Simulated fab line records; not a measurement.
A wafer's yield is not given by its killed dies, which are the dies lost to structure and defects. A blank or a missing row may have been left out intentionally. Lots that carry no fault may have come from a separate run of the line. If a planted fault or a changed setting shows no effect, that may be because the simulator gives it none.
Split-lot experiment    flow n5 finfet    on a route of 1938 steps: 7 lots, 21 wafers read

## THE SPLIT ITSELF
At N5_ZERO_LAYER_PECVD_02 (deposits SiO2 from SiH4/N2O, target thk 10 nm, time 6 s), the setting time s was moved away from the recipe's 6 s on 7 of the 21 wafers read, by -12.7% to +7.7%. The other wafers ran this setting at the recipe's value.

The split's own step is where the reading is taken.

## THE READING
SiO2_of_ZERO_LAYER_PECVD_02.thk nm (the simulator's own value, which no gauge read), in nm, at N5_ZERO_LAYER_PECVD_02 (deposits SiO2 from SiH4/N2O, target thk 10 nm, time 6 s). The file gives no usual value for it. Average 9.934 nm, standard deviation 0.15 nm, over the 14 wafers here run with the recipe.

wafer   tool, chamber at the split  time s as run, s  against the recipe  SiO2_of_ZERO_LAYER_PECVD_02.thk nm, nm  against lot-mates on the recipe
L074.1  pecvd-01, 1                 6                 recipe              9.862                                   -
L074.4  pecvd-01, 0                 6                 recipe              10.02                                   -
L074.5  pecvd-01, 1                 5.315             -11.4%              8.752                                   -1.189
L084.1  pecvd-02, 2                 6                 recipe              9.648                                   -
L084.2  pecvd-02, 0                 6                 recipe              9.628                                   -
L084.5  pecvd-02, 1                 6                 recipe              9.895                                   -
L086.2  pecvd-01, 0                 6                 recipe              10.14                                   -
L086.5  pecvd-01, 1                 5.247             -12.6%              8.869                                   -1.271
L086.6  pecvd-01, 2                 5.247             -12.6%              8.994                                   -1.146
L087.3  pecvd-02, 2                 5.241             -12.7%              8.5                                     -1.600
L087.5  pecvd-02, 1                 5.241             -12.7%              8.827                                   -1.273
L087.6  pecvd-02, 2                 6                 recipe              10.1                                    -
L089.2  pecvd-02, 0                 6                 recipe              9.935                                   -
L089.4  pecvd-02, 2                 6                 recipe              9.99                                    -
L089.6  pecvd-02, 0                 6                 recipe              9.98                                    -
L093.1  pecvd-01, 0                 6                 recipe              9.928                                   -
L093.2  pecvd-01, 1                 6.465             +7.7%               10.64                                   +0.712
L093.4  pecvd-01, 2                 6.465             +7.7%               10.67                                   +0.742
L094.3  pecvd-01, 1                 6                 recipe              9.803                                   -
L094.4  pecvd-01, 2                 6                 recipe              10.01                                   -
L094.5  pecvd-01, 0                 6                 recipe              10.13                                   -

FIT RESULTS
A straight line over all 21 wafers: SiO2_of_ZERO_LAYER_PECVD_02.thk nm changes by +0.0926 nm for each +1% of time s; r = +0.97; the points scatter about the line by 0.16 nm.
The same after taking each lot's own level away (the mean of its wafers on the recipe; 21 wafers): +0.103 nm for each +1%; r = +0.99; scatter 0.11 nm.
According to that fit, moving time s by its largest amount changes the reading by 1.3 nm.
The span of the lots' own levels, 9.7237 to 10.1400 nm, comes to 2.7 times the standard deviation stated above.
So the lot-to-lot level changes the slope little: the two slopes agree.
Check: with one of the wafers moved furthest among these (-12.7%) left out of the fit, the line predicts -1.25 nm for it against its lot-mates. Against them it came out at -1.6 nm.

## FILE'S OWN FIT
SiO2_of_ZERO_LAYER_PECVD_02.thk nm changes by +0.103 nm for each +1% of time s, r = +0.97.
